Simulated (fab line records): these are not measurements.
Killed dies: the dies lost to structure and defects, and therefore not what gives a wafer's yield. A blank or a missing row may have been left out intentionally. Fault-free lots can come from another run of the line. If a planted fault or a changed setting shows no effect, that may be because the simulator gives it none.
Matching of chambers | flow nandHarc | rieDiel-01 running NHARC_P_GATE_DESCUM_93: 4 sister chambers
The step chemistry O2, time 3 s. 14 wafers are shown with their chamber, then 7 later ones without.

== EACH WAFER AND ITS CHAMBER ==
wafer  | chamber | drypumpMotorCurrentA (A) | oesProductAu (a.u.) | rfVppV (V)
L305.2 | 2       | 5.3                      | 1.014               | 57.0
L305.4 | 0       | 5.0                      | 1.002               | 59.1
L305.5 | 0       | 5.0                      | 0.999               | 59.5
L307.1 | 0       | 5.0                      | 0.997               | 58.6
L307.2 | 3       | 6.5                      | 1.014               | 57.9
L307.3 | 2       | 5.3                      | 1.016               | 58.1
L308.1 | 1       | 5.4                      | 1.001               | 58.7
L308.2 | 3       | 6.5                      | 1.012               | 57.8
L308.5 | 3       | 6.5                      | 1.005               | 57.8
L309.3 | 1       | 5.5                      | 0.991               | 58.3
L309.4 | 2       | 5.3                      | 1.008               | 57.8
L309.6 | 3       | 6.5                      | 1.004               | 57.8
L319.2 | 1       | 5.4                      | 0.993               | 59.6
L319.3 | 0       | 5.0                      | 0.992               | 58.3

SIGNATURES (averages over the wafers above)
reading              | chamber 0 | chamber 1 | chamber 2 | chamber 3 | scatter within a chamber
drypumpMotorCurrentA | 5.000     | 5.433     | 5.300     | 6.500     | 0.0258
oesProductAu         | 0.99750   | 0.99500   | 1.01267   | 1.00875   | 0.00467
rfVppV               | 58.875    | 58.867    | 57.633    | 57.825    | 0.489
Rule: a wafer's distance from a chamber is the root of the sum, over the readings, of the square of ((its reading less the chamber's mean) divided by the reading's scatter). If the next closest chamber is less than 2 further off than the closest, the wafer can't be placed; otherwise it belongs to the closest. The scatter: the root of (the sum of the squares of (reading less its chamber's mean) over the shown wafers, divided by (wafers less chambers)).

== WAFERS MISSING THEIR CHAMBER ==
wafer  | drypumpMotorCurrentA (A) | oesProductAu (a.u.) | rfVppV (V)
L319.5 | 5.0                      | 1.005               | 57.8
L322.2 | 5.4                      | 0.992               | 59.9
L322.5 | 5.4                      | 0.991               | 58.6
L322.6 | 6.5                      | 0.995               | 57.8
L323.2 | 5.4                      | 1.008               | 58.6
L323.4 | 6.5                      | 1.001               | 57.0
L323.5 | 5.5                      | 1.005               | 58.3

== THE CHAMBER EACH PASSED THROUGH ==
wafer  | from the rows above     | in truth
L319.5 | 0                       | 0
L322.2 | 1                       | 1
L322.5 | 1                       | 1
L322.6 | 3                       | 3
L323.2 | can't be placed: 1 or 2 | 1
L323.4 | 3                       | 3
L323.5 | 1                       | 1
6 of 7 placed correctly. Not placeable from these rows: 1 (in 1, the candidates include the true chamber). Placed wrongly: 0.
